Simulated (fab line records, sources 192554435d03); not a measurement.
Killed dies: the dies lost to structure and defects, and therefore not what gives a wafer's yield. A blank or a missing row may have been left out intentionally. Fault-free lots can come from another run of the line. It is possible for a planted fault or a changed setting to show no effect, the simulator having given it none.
Matching of chambers | flow n5 finfet | pecvd-04 running N5_GATE_CUT_HM_DEP_46: 3 sister chambers
The step deposits SiO2 from TEOS/O2, target thk 130 nm, time 26.6 s. 3 wafers are shown with their chamber, then 8 later ones without.

WAFERS PAIRED WITH THEIR CHAMBERS
wafer  | chamber | throttle valve pct (%)
L087.5 | 0       | 18.8
L088.4 | 2       | 17.4
L089.1 | 1       | 18.4

WAFERS WITHOUT THEIR CHAMBER
wafer  | throttle valve pct (%)
L089.2 | 18.9
L089.6 | 18.5
L090.1 | 19.0
L090.4 | 18.8
L090.5 | 17.5
L096.3 | 18.2
L096.5 | 18.5
L096.6 | 18.7

EACH ONE'S CHAMBER
wafer  | from the rows above     | in truth
L089.2 | 0                       | 0
L089.6 | can't be placed: 1 or 0 | 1
L090.1 | 0                       | 0
L090.4 | 0                       | 0
L090.5 | 2                       | 2
L096.3 | 1                       | 1
L096.5 | can't be placed: 1 or 0 | 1
L096.6 | can't be placed: 0 or 1 | 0
Correctly placed: 5 of 8. Not placeable from these rows: 3 (in 3, the candidates include the true chamber). Placed wrongly: 0.
How it was worked out, from the rows above alone: a wafer's distance from a chamber is the root of the sum, over the readings, of the square of ((its reading less the chamber's mean) divided by the reading's scatter). The wafer belongs to the nearest chamber; if the next one is less than 2 further off, it can't be placed. For every chamber, the mean is computed from those of its wafers that are shown. The scatter (one wafer shown for each chamber): square how far every hidden wafer sits from the nearest shown wafer, average those squares and take the square root.
